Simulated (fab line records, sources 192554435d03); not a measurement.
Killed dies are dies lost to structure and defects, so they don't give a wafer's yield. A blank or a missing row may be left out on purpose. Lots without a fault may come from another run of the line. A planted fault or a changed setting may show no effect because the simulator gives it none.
fab line records | flow n5_finfet
record lots=10 wafers=29 last_day=17
route steps=1938 shown BEOL_M11@1571
lots that met no fault: from a run of the same line without faults
start_h: hours from the record's first day to the start of the lot's first wafer shown | wait_h: hours since the lot's step before | " the same as in the row above | L1.1+2: a row that stands for several wafers | - no value, or no start given | * or withheld: withheld | < > ~ a bound
route shown NAME@n: a module of which the file shows steps, and the number in the route of the first | usual: mean/standard deviation of fault-free wafers | same: alike in all rows | chamber/n: place in a boat | sites: the reading at each site | _std_site: their standard deviation | _edge_site: outer sites' mean less inner sites' | radius_mm: how far each site lies from the wafer's centre | mask NAME#n: copy n | behind: the tool/chamber that last shaped the wafer | hold: why the lot was held/for how many hours/how that ended | device: the transistor (n, p or np) that didn't switch | end of line: the same wafers' tests at the end of the route | a step without rows: its recipe alone | killed: dies lost to structure and defects at the first sort, not the wafer's yield | map: a wafer's dies, x killed, . not, _ none there
set.NAME: the setting as run; set.NAME@STEP: as run at that earlier step | model.NAME: the simulator's own value behind a step, which no gauge read
steps of the route over a sample of lots; a table a step, a row a wafer
services: from which hour (start_h, from the record's first day; less than 0 if before it) a tool's chamber was out of use, for how many hours, and why
## steps
# step N5_BEOL_M11_DESCUM_33
# recipe chemistry=O2 time_s=7.9 source_power_w=50 bias_power_w=20 pressure_mtorr=20 rf_frequency_hz=2.712e+07 temp_c=40 resist=CAR-ArF o2_flow_sccm=225
# usual bias_power_w=20.01/0.061 drypump_motor_current_A=5.9/0.43 o2_flow_sccm=225.1/0.68 oes_product_au=0.81/0.073 rf_vpp_V=243.4/1.6 showerhead_plenum_p_Torr=2.11/0.084 throttle_valve_pct=20.39/0.21
# columns lot.wafer tool chamber start_h wait_h bias_power_w drypump_motor_current_A o2_flow_sccm oes_product_au rf_hours_counter_h rf_vpp_V showerhead_plenum_p_Torr throttle_valve_pct
L160.1 rie_diel-03 3 252.26 1.5 19.95 5.4 223.7 0.92 16 241.8 2.05 20.41
L160.2 " 0 " " 20.01 6.7 225.1 0.86 45 240.3 2.04 20.35
L160.6 " 1 " " 19.92 5.9 224.1 0.72 - 243.9 2.17 20.67
L161.1 rie_diel-03 1 259.98 0.0 20.00 5.9 225.0 0.71 192 245.4 2.17 20.69
L161.2 " 2 " " 19.93 5.3 225.5 0.73 171 242.9 2.00 20.56
L161.5 " 3 " " 19.95 5.3 225.3 0.91 - 241.8 2.05 20.40
L163.1 rie_diel-03 3 260.44 0.3 19.96 5.4 227.3 0.91 19 244.6 2.05 20.42
L163.3 " 1 " " 20.09 6.0 226.3 0.72 192 243.2 2.17 20.69
L163.6 " 3 " " 20.09 5.4 226.1 0.91 - 243.1 2.05 20.40
L162.2 rie_diel-03 3 270.46 0.0 20.09 5.3 225.8 0.92 21 242.0 2.05 20.43
L162.3 " 0 " " 20.17 6.7 225.4 0.85 50 242.6 2.04 20.35
L162.4 " 2 " " 20.02 5.3 224.1 0.73 173 240.6 2.00 20.56
L164.3 rie_diel-03 3 273.62 0.1 19.94 5.3 224.3 0.90 23 242.1 2.05 20.41
L164.6 " 0 " " 19.97 6.7 225.1 0.85 - 242.6 2.04 20.34
L172.1 rie_diel-02 1 328.21 0.7 20.07 6.2 225.8 0.70 200 242.6 2.16 20.19
L172.3 " 3 " " 19.99 5.6 226.3 0.87 57 245.6 2.22 20.36
L172.6 " 0 " " 20.06 6.0 225.3 0.77 - 244.4 2.19 20.19
L175.1 rie_diel-02 3 334.89 0.6 20.02 5.6 226.2 0.86 60 245.8 2.22 20.38
L175.5 " 3 " " 19.98 5.6 225.6 0.84 - 244.5 2.22 20.36
L175.6 " 0 " " 19.97 6.1 225.0 0.78 - 246.3 2.19 20.18
L174.2 rie_diel-02 3 338.92 0.9 19.94 5.6 224.2 0.85 62 245.2 2.22 20.38
L174.4 " 2 " " 20.00 6.2 224.8 0.70 239 240.4 1.97 20.80
L174.6 " 0 " " 20.02 6.0 223.9 0.78 - 244.6 2.19 20.18
L177.1 rie_diel-03 0 350.24 0.0 19.97 6.7 224.8 0.82 72 241.1 2.03 20.39
L177.2 " 3 " " 20.03 5.4 224.6 0.86 42 242.6 2.04 20.44
L177.6 " 0 " " 19.99 6.7 224.2 0.82 - 242.4 2.03 20.37
L178.2 rie_diel-06 0 368.65 0.0 20.01 6.0 224.9 0.88 40 245.2 2.05 20.30
L178.3 " 1 " " 20.04 6.2 225.3 0.84 77 244.1 2.12 20.18
L178.5 " 2 " " 20.02 5.2 224.9 0.82 - 244.6 2.12 20.48
# step N5_BEOL_M11_VIA_ETCH_34
# recipe chemistry=C4F6/O2 target=SiCOH_lowk target_depth_a=1845 mask_material=SOC taper_deg=4 time_s=69.2 ion_energy_ev=250 pressure_mtorr=30 source_w=345 bias_w=185 Ar_flow_sccm=300 C4F6_flow_sccm=10 O2_flow_sccm=10
# usual drypump_motor_current_A=5.9/0.42 oes_ar_750_au=0.80/0.068 oes_product_au=0.81/0.074 rf_vpp_V=669/7.4 run_length_s=92.5/0.43 showerhead_plenum_p_Torr=2.88/0.11 throttle_valve_pct=20.89/0.22
# columns lot.wafer tool chamber start_h wait_h drypump_motor_current_A oes_ar_750_au oes_product_au rf_hours_counter_h rf_vpp_V run_length_s showerhead_plenum_p_Torr throttle_valve_pct
L160.1 rie_diel-03 3 252.47 0.0 5.3 0.91 0.91 16 677 91.9 2.80 20.96
L160.2 " 0 " " 6.7 0.84 0.86 45 677 93.3 2.78 20.86
L160.6 " 1 " " 5.9 0.73 0.72 - 666 92.3 2.95 21.18
L161.1 rie_diel-03 1 260.18 0.0 5.9 0.72 0.71 192 665 92.1 2.95 21.19
L161.2 " 2 " " 5.3 0.74 0.74 171 663 93.1 2.72 20.99
L161.5 " 3 " " 5.3 0.90 0.92 - 677 91.8 2.80 20.98
L163.1 rie_diel-03 3 260.65 0.0 5.4 0.89 0.91 19 677 91.8 2.80 20.94
L163.3 " 1 " " 5.9 0.72 0.72 192 665 92.1 2.95 21.19
L163.6 " 3 " " 5.4 0.90 0.90 - 677 87.2 2.80 20.96
L162.2 rie_diel-03 3 270.67 0.0 5.3 0.90 0.92 21 677 87.1 2.80 20.97
L162.3 " 0 " " 6.6 0.84 0.85 50 676 92.9 2.78 20.86
L162.4 " 2 " " 5.3 0.73 0.74 173 665 92.7 2.72 20.99
L164.3 rie_diel-03 3 273.83 0.0 5.3 0.89 0.90 23 679 91.8 2.80 20.95
L164.6 " 0 " " 6.6 0.84 0.85 - 676 88.3 2.78 20.87
L172.1 rie_diel-02 1 328.42 0.0 6.2 0.72 0.70 200 674 92.8 2.93 20.63
L172.3 " 3 " " 5.5 0.85 0.86 57 669 92.9 3.02 20.85
L172.6 " 0 " " 6.0 0.78 0.79 - 672 92.8 2.98 20.65
L175.1 rie_diel-02 3 335.10 0.0 5.6 0.85 0.86 60 671 92.6 3.02 20.87
L175.5 " 3 " " 5.6 0.85 0.86 - 669 93.4 3.02 20.88
L175.6 " 0 " " 6.0 0.78 0.78 - 672 92.4 2.97 20.65
L174.2 rie_diel-02 3 339.13 0.0 5.6 0.85 0.86 62 670 93.2 3.01 20.87
L174.4 " 2 " " 6.2 0.71 0.71 239 662 92.2 2.70 21.35
L174.6 " 0 " " 6.0 0.77 0.78 - 670 92.4 2.97 20.66
L177.1 rie_diel-03 0 350.44 0.0 6.7 0.81 0.81 73 676 93.0 2.77 20.91
L177.2 " 3 " " 5.4 0.85 0.87 42 676 91.8 2.79 21.00
L177.6 " 0 " " 6.7 0.81 0.81 - 676 92.8 2.77 20.90
L178.2 rie_diel-06 0 368.86 0.0 6.0 0.88 0.89 40 655 92.3 2.79 20.79
L178.3 " 1 " " 6.1 0.83 0.83 77 658 92.8 2.89 20.73
L178.5 " 2 " " 5.2 0.81 0.80 - 676 92.3 2.87 20.94
# step N5_BEOL_M11_STRIP_36
# recipe chemistry=N2/H2 power_w=450 temp_c=40 pressure_mtorr=20 rf_frequency_hz=6e+07 overash_fraction=0.3 bias_power_w=7 h2_frac=0.5 n2_flow_sccm=200 h2_flow_sccm=200
# usual bias_power_w=6.999/0.021 drypump_motor_current_A=5.9/0.43 n2_flow_sccm=200.0/0.63 oes_product_au=0.81/0.073 rf_vpp_V=59.0/1.7 showerhead_plenum_p_Torr=2.56/0.098 throttle_valve_pct=23.6/0.31
# columns lot.wafer tool chamber start_h wait_h bias_power_w drypump_motor_current_A n2_flow_sccm oes_product_au rf_hours_counter_h rf_vpp_V showerhead_plenum_p_Torr throttle_valve_pct
L160.1 rie_diel-03 3 252.53 0.0 7.046 5.3 200.2 0.91 16 58.8 2.49 23.6
L160.2 " 0 " " 7.019 6.7 199.4 0.85 45 58.8 2.48 23.7
L160.6 " 1 " " 7.003 6.0 199.1 0.72 - 58.7 2.64 24.2
L161.1 rie_diel-03 1 260.25 0.0 6.973 5.9 200.8 0.72 192 61.3 2.64 24.2
L161.2 " 2 " " 6.984 5.3 198.4 0.73 171 60.4 2.44 24.0
L161.5 " 3 " " 7.002 5.4 199.3 0.91 - 62.6 2.49 23.5
L163.1 rie_diel-03 3 260.71 0.0 6.982 5.4 200.0 0.90 19 59.4 2.49 23.6
L163.3 " 1 " " 6.990 6.0 200.3 0.72 192 55.8 2.64 24.1
L163.6 " 3 " " 6.971 5.4 199.5 0.89 - 58.6 2.49 23.5
L162.2 rie_diel-03 3 270.73 0.0 7.014 5.3 200.6 0.92 21 60.2 2.49 23.5
L162.3 " 0 " " 6.998 6.7 200.9 0.84 50 58.1 2.48 23.7
L162.4 " 2 " " 6.990 5.3 200.1 0.72 173 56.6 2.44 24.0
L164.3 rie_diel-03 3 273.90 0.0 7.010 5.4 199.4 0.90 23 59.7 2.49 23.6
L164.6 " 0 " " 7.022 6.7 200.0 0.85 - 58.6 2.48 23.7
L172.1 rie_diel-02 1 328.48 0.0 7.022 6.3 199.2 0.72 200 60.7 2.63 23.3
L172.3 " 3 " " 7.015 5.6 200.5 0.85 57 60.6 2.69 23.5
L172.6 " 0 " " 6.999 6.1 200.3 0.78 - 58.3 2.66 23.3
L175.1 rie_diel-02 3 335.16 0.0 6.974 5.6 200.3 0.86 60 58.0 2.69 23.5
L175.5 " 3 " " 6.996 5.6 200.2 0.85 - 58.5 2.69 23.5
L175.6 " 0 " " 7.001 6.1 200.4 0.77 - 57.2 2.66 23.4
L174.2 rie_diel-02 3 339.19 0.0 6.998 5.6 198.6 0.85 62 60.2 2.68 23.5
L174.4 " 2 " " 7.017 6.2 199.5 0.71 239 58.4 2.40 24.1
L174.6 " 0 " " 7.034 6.0 200.1 0.77 - 58.8 2.66 23.3
L177.1 rie_diel-03 0 350.51 0.0 7.013 6.7 199.6 0.82 73 59.4 2.47 23.7
L177.2 " 3 " " 6.970 5.4 199.9 0.87 42 59.2 2.48 23.6
L177.6 " 0 " " 7.028 6.7 199.8 0.81 - 57.5 2.47 23.7
L178.2 rie_diel-06 0 368.92 0.0 6.991 6.0 198.9 0.90 40 58.1 2.48 23.5
L178.3 " 1 " " 7.025 6.2 200.0 0.84 77 62.3 2.56 23.3
L178.5 " 2 " " 6.995 5.2 199.8 0.81 - 60.4 2.55 23.7
# step N5_BEOL_M11_OCD_MEAS_38
# usual trench_depth_nm=149.0/2.5
# columns lot.wafer tool chamber start_h wait_h trench_depth_nm
L160.1 ocd-01 - 252.75 - 151.7
L160.2 " - " " 150.1
L160.6 " - " " 145.6
L161.1 ocd-02 - 260.47 - 146.6
L161.2 " - " " 146.3
L161.5 " - " " 153.5
L163.1 ocd-02 - 260.93 - 151.0
L163.3 " - " " 145.6
L163.6 " - " " 153.4
L162.2 ocd-02 - 270.96 - 151.0
L162.3 " - " " 149.0
L162.4 " - " " 145.2
L164.3 ocd-02 - 274.12 - 153.5
L164.6 " - " " 152.1
L172.1 ocd-02 - 328.70 - 145.8
L172.3 " - " " 154.0
L172.6 " - " " 149.2
L175.1 ocd-02 - 335.38 - 152.5
L175.5 " - " " 153.4
L175.6 " - " " 149.1
L174.2 ocd-01 - 339.41 - 152.3
L174.4 " - " " 147.1
L174.6 " - " " 147.1
L177.1 ocd-02 - 350.73 - 151.3
L177.2 " - " " 149.2
L177.6 " - " " 150.0
L178.2 ocd-02 - 369.14 - 149.4
L178.3 " - " " 149.6
L178.5 " - " " 147.7
## services
# columns tool chamber start_h hours kind
rie_diel-06 0 229.98 - clean
rie_diel-06 0 229.98 - consumable_replace:focus_ring
rie_diel-06 0 229.98 14.3 scheduled_down
rie_diel-06 0 229.98 14.3 vent_cycle
rie_diel-02 2 237.18 4.4 repair
rie_diel-06 2 241.17 1.2 repair
rie_diel-06 3 259.63 4.8 repair
rie_diel-06 - 298.79 0.8 repair
rie_diel-03 - 323.93 14.6 pm
rie_diel-06 2 325.16 13.6 repair
rie_diel-02 - 343.94 2.8 pm
## key
first_sign step=N5_BEOL_M11_VIA_ETCH_34 reading=run_length_s direction=down sigmas=12 usual=* struck=*
effect none on later readings
met_at N5_BEOL_M11_VIA_ETCH_34
struck_lots L162,L163,L164
struck_wafers L162.2,L163.6,L164.6
not_acting_at N5_BEOL_M11_DESCUM_33,N5_BEOL_M11_STRIP_36,N5_BEOL_M11_OCD_MEAS_38
onset_between 260.18 260.65
fault kind=process_parameter_drift tool=rie_diel-03 chamber=- onset_h=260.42 steps=N5_BEOL_M11_VIA_ETCH_34 channel=time_s offset=* shape=step end_h=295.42 scope=struck_wafers_only acts_in=* stated=*
